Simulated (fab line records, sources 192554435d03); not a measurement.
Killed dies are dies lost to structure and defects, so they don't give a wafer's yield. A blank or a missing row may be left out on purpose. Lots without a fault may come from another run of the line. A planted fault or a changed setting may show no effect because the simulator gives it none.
fab line records | flow n5_finfet
record lots=7 wafers=39
route steps=1938 shown BEOL_M6@1198 BEOL_M8@1348 BEOL_M9@1467 BEOL_M12@1649 PASSIVATION@1916
start_h: hours from the record's first day to the start of the lot's first wafer shown | wait_h: hours since the lot's step before | " the same as in the row above | L1.1+2: a row that stands for several wafers | - no value, or no start given | * or withheld: withheld | < > ~ a bound
route shown NAME@n: a module of which the file shows steps, and the number in the route of the first | usual: mean/standard deviation of fault-free wafers | same: alike in all rows | chamber/n: place in a boat | sites: the reading at each site | _std_site: their standard deviation | _edge_site: outer sites' mean less inner sites' | radius_mm: how far each site lies from the wafer's centre | mask NAME#n: copy n | behind: the tool/chamber that last shaped the wafer | hold: why the lot was held/for how many hours/how that ended | device: the transistor (n, p or np) that didn't switch | end of line: the same wafers' tests at the end of the route | a step without rows: its recipe alone | killed: dies lost to structure and defects at the first sort, not the wafer's yield | map: a wafer's dies, x killed, . not, _ none there
set.NAME: the setting as run; set.NAME@STEP: as run at that earlier step | model.NAME: the simulator's own value behind a step, which no gauge read
lots whose settings were changed on purpose; a table a step, a row a wafer
## steps
# step N5_BEOL_M6_HM_DEP_02
# recipe material=TiN target_thk_a=200 temp_c=25 chamber_pressure_pa=0.49996
# columns lot.wafer tool chamber start_h wait_h set.target_thk_a model.TiN_of_BEOL_M6_HM_DEP_02.thk_nm
L076.1+6 pvd_sputter-01 - 210.99 0.5 312.1 31.4
L076.2 " - " " 312.1 31.6
L076.3+4+5 " - " " 200 20.2
L078.1+5 pvd_sputter-02 - 232.44 1.1 200 19.6
L078.2+6 " - " " 236.6 23.2
L078.3 " - " " 236.6 23.6
L078.4 " - " " 200 20
L083.1 pvd_sputter-02 - 255.18 0.5 109.2 11
L083.2 " - " " 109.2 10.8
L083.3 " - " " 109.2 10.6
L083.4 " - " " 200 19.8
L083.5+6 " - " " 200 20
L084.1+4+6 pvd_sputter-01 - 258.69 0.0 200 20.4
L084.2 " - " " 200 20.2
L084.3+5 " - " " 200 20.6
L093.1 pvd_sputter-01 - 315.27 1.2 121.6 12.4
L093.2 " - " " 200 20.6
L093.3+6 " - " " 121.6 12.6
L093.4 " - " " 200 20.2
L093.5 " - " " 200 20
L094.1+3 pvd_sputter-01 - 315.37 0.6 200 20.4
L094.2+6 " - " " 277.6 28
L094.4 " - " " 277.6 28.2
L094.5 " - " " 200 20.2
L096.3 pvd_sputter-03 - 346.92 0.5 200 20.4
L096.5+6 " - " " 200 20.2
# step N5_BEOL_M6_COAT_59
# recipe resist=SOC temp_c=250 time_s=60 spin_rpm=1500 resist_thk_nm=100
# step N5_BEOL_M6_COAT_60
# recipe resist=SiARC temp_c=220 time_s=60 spin_rpm=1500 resist_thk_nm=35
# step N5_BEOL_M6_STRIP_68
# recipe chemistry=N2/H2 temp_c=40 n2_flow_sccm=200 h2_flow_sccm=200 rf_frequency_hz=6e+07
# step N5_BEOL_M6_STRIP_67
# recipe chemistry=CF4 resist=SiARC power_w=300 bias_power_w=75 pressure_mtorr=50 cf4_flow_sccm=150 rf_frequency_hz=6e+07
# step N5_BEOL_M6_HM_OPEN_17
# recipe chemistry=Cl2/BCl3 target_depth_a=200 overetch_a=60 target=TiN mask_material=SOC ion_energy_ev=150 pressure_mtorr=10 icp_w=1000 bias_w=126 Cl2_flow_sccm=53.25 bcl3_flow_sccm=21.75 Ar_flow_sccm=25
# columns lot.wafer tool chamber start_h wait_h set.target_thk_a@BEOL_M6_HM_DEP_02 model.etch.depth_nm
L076.1 rie_metal-03 0 211.74 0.0 312.1 27.1
L076.2 " 1 " " 312.1 25.93
L076.3 " 0 " " 200 20.23
L076.4 " 1 " " 200 20.19
L076.5 " 1 " " 200 20.17
L076.6 " 0 " " 312.1 27.06
L078.1 rie_metal-03 1 234.10 0.0 200 19.65
L078.2 " 0 " " 236.6 23.22
L078.3 " 0 " " 236.6 23.64
L078.4 " 1 " " 200 19.96
L078.5 " 0 " " 200 19.69
L078.6 " 1 " " 236.6 23.23
L083.1 rie_metal-02 1 255.94 0.0 109.2 11.06
L083.2 " 0 " " 109.2 10.83
L083.3 " 1 " " 109.2 10.51
L083.4 " 0 " " 200 19.88
L083.5 " 0 " " 200 20.06
L083.6 " 1 " " 200 20.03
L084.1 rie_metal-01 0 259.76 0.0 200 20.43
L084.2 " 1 " " 200 20.26
L084.3+5 " 1,0 " " 200 20.53
L084.4 " 0 " " 200 20.41
L084.6 " 1 " " 200 20.5
L093.1 rie_metal-01 1 316.27 0.0 121.6 12.45
L093.2 " 0 " " 200 20.51
L093.3 " 0 " " 121.6 12.58
L093.4 " 1 " " 200 20.2
L093.5 " 1 " " 200 20.08
L093.6 " 0 " " 121.6 12.63
L094.1 rie_metal-03 1 316.59 0.0 200 20.5
L094.2 " 0 " " 277.6 26.87
L094.3 " 0 " " 200 20.32
L094.4 " 1 " " 277.6 26.07
L094.5 " 0 " " 200 20.16
L094.6 " 1 " " 277.6 26.06
L096.3 rie_metal-01 1 347.81 0.1 200 20.44
L096.5 " 0 " " 200 20.22
L096.6 " 1 " " 200 20.11
# step N5_BEOL_M6_STRIP_19
# recipe chemistry=O2 power_w=400 temp_c=40 pressure_mtorr=30 rf_frequency_hz=6e+07 bias_power_w=0 overash_fraction=0.2 o2_flow_sccm=225
# step N5_BEOL_M6_ETCH_41
# recipe chemistry=CH3F/O2 target=SiCN target_depth_a=297 taper_deg=2 time_s=52 ion_energy_ev=120 mask_material=TiN pressure_mtorr=30 source_w=395 bias_w=75 Ar_flow_sccm=150 CH3F_flow_sccm=30 O2_flow_sccm=20
# step N5_BEOL_M6_STRIP_80
# recipe chemistry=N2/H2 time_s=10 power_w=450 temp_c=40 pressure_mtorr=20 rf_frequency_hz=6e+07 bias_power_w=7 n2_flow_sccm=200 h2_flow_sccm=200
# step N5_BEOL_M6_OCD_MEAS_38
# usual trench_depth_nm=94.6/1.8
# columns lot.wafer tool chamber start_h wait_h set.target_thk_a@BEOL_M6_HM_DEP_02 trench_depth_nm
L076.1 ocd-01 - 213.89 - 312.1 3.7
L076.2 " - " " 312.1 0.3
L076.3 " - " " 200 94.5
L076.4 " - " " 200 95.3
L076.5 " - " " 200 90.9
L076.6 " - " " 312.1 3.5
L078.1 ocd-01 - 235.88 - 200 94.3
L078.2 " - " " 236.6 93.3
L078.3 " - " " 236.6 92.6
L078.4 " - " " 200 92.5
L078.5 " - " " 200 92.8
L078.6 " - " " 236.6 93.4
L083.1 ocd-02 - 257.94 - 109.2 94.6
L083.2 " - " " 109.2 92.3
L083.3 " - " " 109.2 95.3
L083.4 " - " " 200 94.5
L083.5 " - " " 200 91.9
L083.6 " - " " 200 95.0
L084.1 ocd-01 - 261.70 - 200 94.0
L084.2 " - " " 200 96.5
L084.3 " - " " 200 94.0
L084.4 " - " " 200 96.8
L084.5 " - " " 200 93.8
L084.6 " - " " 200 94.7
L093.1 ocd-02 - 320.76 - 121.6 95.7
L093.2 " - " " 200 97.9
L093.3 " - " " 121.6 93.9
L093.4 " - " " 200 95.1
L093.5 " - " " 200 95.1
L093.6 " - " " 121.6 94.8
L094.1 ocd-02 - 321.10 - 200 94.0
L094.2 " - " " 277.6 84.8
L094.3 " - " " 200 93.0
L094.4 " - " " 277.6 63.6
L094.5 " - " " 200 93.8
L094.6 " - " " 277.6 66.3
L096.3 ocd-01 - 350.88 - 200 94.5
L096.5 " - " " 200 95.6
L096.6 " - " " 200 94.8
# step N5_BEOL_M8_DESCUM_16
# recipe chemistry=O2 time_s=7.9 source_power_w=50 bias_power_w=20 pressure_mtorr=20 rf_frequency_hz=2.712e+07 temp_c=40 resist=CAR-ArF o2_flow_sccm=225
# columns lot.wafer tool chamber start_h wait_h set.time_s model.CAR-ArF_of_BEOL_M8_COAT_05.thk_nm
L076.1+3+4 rie_diel-04 0,2,0 226.70 1.1 4.075 85.8
L076.2 " 3 " " 7.9 83.4
L076.5+6 " 2,3 " " 7.9 83.2
L078.1+3+6 rie_diel-02 0,1,3 248.30 0.1 10.34 81.8
L078.2 " 3 " " 7.9 83
L078.4 " 1 " " 7.9 83.4
L078.5 " 0 " " 7.9 83.2
L083.1+2+3+4 rie_diel-02 1,0,3,3 270.57 0.0 7.9 83.8
L083.5+6 " 1,0 " " 7.9 84
L084.1 rie_diel-01 1 273.67 0.0 4.194 85.8
L084.2+5 " 2,1 " " 4.194 85.6
L084.3+4 " 0,3 " " 7.9 83.4
L084.6 " 2 " " 7.9 83.6
L093.1 rie_diel-01 0 332.56 0.0 7.9 83
L093.2 " 2 " " 3.785 85.8
L093.3 " 3 " " 3.785 86
L093.4 " 1 " " 3.785 85.6
L093.5 " 3 " " 7.9 83.2
L093.6 " 2 " " 7.9 83.4
L094.1+2+4 rie_diel-02 0,2,1 335.71 0.0 11.36 80.8
L094.3+6 " 3,1 " " 7.9 83
L094.5 " 2 " " 7.9 83.2
L096.3+6 rie_diel-01 2,1 363.27 0.1 7.9 84
L096.5 " 0 " " 7.9 84.2
# step N5_BEOL_M8_ETCH_61
# recipe chemistry=CF4 target=SiARC target_depth_a=455 mask_material=CAR-ArF time_s=75.8 ion_energy_ev=80 pressure_mtorr=40 source_w=545 bias_w=36 Ar_flow_sccm=100 cf4_flow_sccm=100 ends=cleared
# columns lot.wafer tool chamber start_h wait_h set.time_s@BEOL_M8_DESCUM_16 model.CAR-ArF_of_BEOL_M8_COAT_05.thk_nm
L076.1+3 rie_diel-04 0,2 226.73 0.0 4.075 53.4
L076.2+6 " 3 " " 7.9 50.8
L076.4 " 0 " " 4.075 53.2
L076.5 " 2 " " 7.9 50.6
L078.1+6 rie_diel-02 0,3 248.34 0.0 10.34 49.2
L078.2 " 3 " " 7.9 50.4
L078.3 " 1 " " 10.34 49.4
L078.4 " 1 " " 7.9 51
L078.5 " 0 " " 7.9 50.8
L083.1+2+4 rie_diel-02 1,0,3 270.61 0.0 7.9 51.2
L083.3 " 3 " " 7.9 51
L083.5+6 " 1,0 " " 7.9 51.4
L084.1+2 rie_diel-01 1,2 273.70 0.0 4.194 53.2
L084.3 " 0 " " 7.9 50.8
L084.4+6 " 3,2 " " 7.9 51
L084.5 " 1 " " 4.194 53
L093.1 rie_diel-01 0 332.59 0.0 7.9 50.2
L093.2 " 2 " " 3.785 53.2
L093.3 " 3 " " 3.785 53.4
L093.4 " 1 " " 3.785 53
L093.5+6 " 3,2 " " 7.9 50.6
L094.1+2+4 rie_diel-02 0,2,1 335.75 0.0 11.36 48.2
L094.3 " 3 " " 7.9 50.4
L094.5 " 2 " " 7.9 50.6
L094.6 " 1 " " 7.9 50.2
L096.3+6 rie_diel-01 2,1 363.31 0.0 7.9 51.2
L096.5 " 0 " " 7.9 51.6
# step N5_BEOL_M9_DEP_56
# recipe material=SiCN target_thk_a=150 temp_c=withheld precursor=3MS/NH3 pressure_torr=3 rf_w=202 time_s=26.5
# columns lot.wafer tool chamber start_h wait_h set.time_s model.SiCN_of_BEOL_M9_DEP_56.thk_nm
L076.1+3 pecvd-04 0,2 241.35 0.0 26.5 14.8
L076.2 " 2 " " 31.22 17.2
L076.4+6 " 0,2 " " 31.22 17.6
L076.5 " 0 " " 26.5 15
L078.1 pecvd-03 0 267.92 0.0 26.5 14.8
L078.2+6 " 1,0 " " 21.68 12.2
L078.3 " 2 " " 26.5 14.6
L078.4 " 2 " " 26.5 15
L078.5 " 1 " " 21.68 12.4
L083.1 pecvd-03 1 285.35 0.0 26.5 14.8
L083.2 " 0 " " 26.5 15
L083.3 " 2 " " 12.95 7
L083.4 " 0 " " 12.95 7.6
L083.5 " 1 " " 26.5 15.2
L083.6 " 2 " " 12.95 7.4
L084.1+3 pecvd-02 0,2 287.69 0.0 42.08 23.2
L084.2+6 " 1,2 " " 26.5 14.8
L084.4 " 1 " " 42.08 23.6
L084.5 " 0 " " 26.5 14.6
L093.1 pecvd-04 1 347.39 0.0 26.5 14.8
L093.2 " 2 " " 26.5 14.6
L093.3+4+5 " 0,1,2 " " 26.5 15
L093.6 " 0 " " 26.5 15.2
L094.1 pecvd-02 2 353.96 0.0 26.5 14.8
L094.2 " 0 " " 26.5 15
L094.3+4+5+6 " 1,2,1,0 " " 26.5 15.2
L096.3+6 pecvd-03 2 377.91 0.0 26.5 15.2
L096.5 " 0 " " 26.5 15.4
# step N5_BEOL_M12_SPUTTER_44
# recipe material=Ta target_thk_a=100 temp_c=50 bias_v=80 power_w=15000 chamber_pressure_pa=0.07 time_s=16.13
# columns lot.wafer tool chamber start_h wait_h set.target_thk_a model.Ta_of_BEOL_M12_SPUTTER_44.thk_nm
L076.1 pvd_sputter-03 - 263.08 0.0 62.06 6.2
L076.2+3+5 " - " " 100 10.2
L076.4+6 " - " " 62.06 6.4
L078.1 pvd_sputter-01 - 291.91 0.0 64.38 6.8
L078.2 " - " " 64.38 6.6
L078.3+4 " - " " 100 10.4
L078.5 " - " " 64.38 7
L078.6 " - " " 100 10.2
L083.1+5 pvd_sputter-03 - 307.35 0.0 61.76 6.2
L083.2+4+6 " - " " 100 9.8
L083.3 " - " " 61.76 6
L084.1+3 pvd_sputter-03 - 313.42 0.0 100 10.2
L084.2 " - " " 100 10.4
L084.4 " - " " 126.1 13
L084.5+6 " - " " 126.1 12.8
L093.1+2 pvd_sputter-01 - 363.77 0.0 100 10.4
L093.3 " - " " 45.35 4.8
L093.4+6 " - " " 45.35 5
L093.5 " - " " 100 10.2
L094.1 pvd_sputter-03 - 376.33 0.0 71.24 7.2
L094.2+5 " - " " 100 10
L094.3 " - " " 100 10.4
L094.4+6 " - " " 71.24 7.4
L096.3+5+6 pvd_sputter-02 - 397.39 0.0 100 10
# step N5_BEOL_M12_SPUTTER_45
# recipe material=Cu target_thk_a=800 temp_c=-20 bias_v=60 power_w=26000 chamber_pressure_pa=0.13 time_s=13.33
# step N5_BEOL_M12_ECD_47
# recipe material=Cu target_thk_a=7200
# step N5_BEOL_M12_ANNEAL_48
# recipe temp_c=225 time_s=90 ambient=N2
# step N5_BEOL_M12_CMP_49
# recipe stop_on=SiOC t_overpolish_s=20.6 down_force_psi=1 platen_rpm=50 clearing_platen_down_force_psi=1.5 clearing_platen_rpm=50 post_cmp_clean=cu_alkaline target_thk_nm=320 clearing_platen_pad_velocity_m_s=0.99484 pad_velocity_m_s=0.99484
# usual barrier_field_endpoint_s=30.6/0.82
# columns lot.wafer tool chamber start_h wait_h set.target_thk_a@BEOL_M12_SPUTTER_44 barrier_field_endpoint_s
L076.1 cmp-02 3 263.99 0.5 62.06 26.2
L076.2 " 0 " " 100 30.8
L076.3 " 1 " " 100 31.1
L076.4 " 2 " " 62.06 25.6
L076.6 " 3 " " 62.06 26.8
L076.5 " 0 " " 100 29.9
L078.2 cmp-01 3 293.70 0.2 64.38 26.0
L078.4 " 0 " " 100 30.7
L078.1 " 1 " " 64.38 27.0
L078.3 " 2 " " 100 30.0
L078.5 " 3 " " 64.38 26.3
L078.6 " 0 " " 100 30.3
L083.4 cmp-03 1 307.99 0.1 100 31.5
L083.2 " 2 " " 100 29.9
L083.1 " 3 " " 61.76 25.8
L083.3 " 0 " " 61.76 25.4
L083.6 " 1 " " 100 31.3
L083.5 " 2 " " 61.76 25.3
L084.2 cmp-01 1 314.06 0.2 100 30.7
L084.1 " 2 " " 100 30.5
L084.4 " 3 " " 126.1 32.7
L084.3 " 0 " " 100 29.6
L084.6 " 1 " " 126.1 34.4
L084.5 " 2 " " 126.1 33.3
L093.1 cmp-01 0 364.41 0.3 100 30.7
L093.4 " 1 " " 45.35 25.0
L093.2 " 2 " " 100 30.9
L093.3 " 3 " " 45.35 24.9
L093.6 " 0 " " 45.35 24.1
L093.5 " 1 " " 100 31.0
L094.2 cmp-03 0 376.96 0.2 100 30.2
L094.3 " 1 " " 100 30.8
L094.4 " 2 " " 71.24 27.1
L094.1 " 3 " " 71.24 26.9
L094.6 " 0 " " 71.24 26.5
L094.5 " 1 " " 100 30.9
L096.3 cmp-01 2 398.18 0.3 100 30.3
L096.6 " 0 " " 100 29.9
L096.5 " 1 " " 100 30.6
# step N5_PASSIVATION_PECVD_35
# recipe material=SiNx target_thk_a=7000 temp_c=400 precursor=SiH4/NH3/N2 pressure_torr=4.9 rf_w=1406 time_s=151.3
# columns lot.wafer tool chamber start_h wait_h set.time_s model.SiNx_of_PASSIVATION_PECVD_35.thk_nm
L076.1 pecvd-04 1 298.33 0.1 151.3 700.4
L076.2 " 0 " " 72.18 333
L076.3 " 2 " " 72.18 337.8
L076.4 " 1 " " 151.3 715.6
L076.5 " 0 " " 151.3 717.2
L076.6 " 2 " " 72.18 334
L078.1 pecvd-04 1 328.80 0.1 151.3 699
L078.2 " 2 " " 151.3 697.6
L078.3 " 0 " " 151.3 695.6
L078.4 " 1 " " 151.3 709.2
L078.5 " 0 " " 151.3 716.4
L078.6 " 2 " " 151.3 714.6
L083.1 pecvd-01 1 336.63 0.1 151.3 695.8
L083.2 " 2 " " 151.3 708.4
L083.3 " 0 " " 151.3 698.8
L083.4 " 1 " " 151.3 710.2
L083.5 " 2 " " 151.3 709.2
L083.6 " 0 " " 151.3 704.2
L084.1 pecvd-04 2 341.20 0.1 151.3 689.6
L084.2 " 0 " " 151.3 695
L084.3 " 1 " " 67.42 312.4
L084.4 " 1 " " 67.42 318.8
L084.5 " 2 " " 67.42 321.2
L084.6 " 0 " " 151.3 705
L093.1 pecvd-03 1 392.46 0.1 151.3 686.8
L093.2 " 2 " " 208.9 949.2
L093.3 " 0 " " 208.9 944.8
L093.4 " 2 " " 151.3 706.2
L093.5 " 0 " " 208.9 976
L093.6 " 1 " " 151.3 689.2
L094.1 pecvd-04 1 414.54 0.1 151.3 696.2
L094.2 " 0 " " 190.2 881.4
L094.3 " 2 " " 190.2 880
L094.4 " 0 " " 190.2 894.4
L094.5 " 2 " " 151.3 709.4
L094.6 " 1 " " 151.3 706.4
L096.3 pecvd-04 2 425.84 0.1 151.3 705.4
L096.5 " 0 " " 151.3 722
L096.6 " 1 " " 151.3 713.4
## key
split step=N5_BEOL_M6_HM_DEP_02 setting=target_thk_a stated=200 by=wafer
response step=N5_BEOL_M6_HM_DEP_02 reading=model.TiN_of_BEOL_M6_HM_DEP_02.thk_nm change=+0.2 per=1% r=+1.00
response step=N5_BEOL_M6_HM_OPEN_17 reading=model.etch.depth_nm change=+0.161 per=1% r=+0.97
response step=N5_BEOL_M6_OCD_MEAS_38 reading=trench_depth_nm shape=bent at_lowest=94.1 at_stated=94.4 at_highest=2.5
split step=N5_BEOL_M8_DESCUM_16 setting=time_s stated=7.9 by=wafer
response step=N5_BEOL_M8_DESCUM_16 reading=model.CAR-ArF_of_BEOL_M8_COAT_05.thk_nm change=-0.0497 per=1% r=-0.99
response step=N5_BEOL_M8_ETCH_61 reading=model.CAR-ArF_of_BEOL_M8_COAT_05.thk_nm change=-0.0507 per=1% r=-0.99
split step=N5_BEOL_M9_DEP_56 setting=time_s stated=26.5 by=wafer
response step=N5_BEOL_M9_DEP_56 reading=model.SiCN_of_BEOL_M9_DEP_56.thk_nm change=+0.147 per=1% r=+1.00
split step=N5_BEOL_M12_SPUTTER_44 setting=target_thk_a stated=100 by=wafer
response step=N5_BEOL_M12_SPUTTER_44 reading=model.Ta_of_BEOL_M12_SPUTTER_44.thk_nm change=+0.0988 per=1% r=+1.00
response step=N5_BEOL_M12_CMP_49 reading=barrier_field_endpoint_s change=+0.12 per=1% r=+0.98
split step=N5_PASSIVATION_PECVD_35 setting=time_s stated=151.3 by=wafer
response step=N5_PASSIVATION_PECVD_35 reading=model.SiNx_of_PASSIVATION_PECVD_35.thk_nm change=+6.99 per=1% r=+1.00
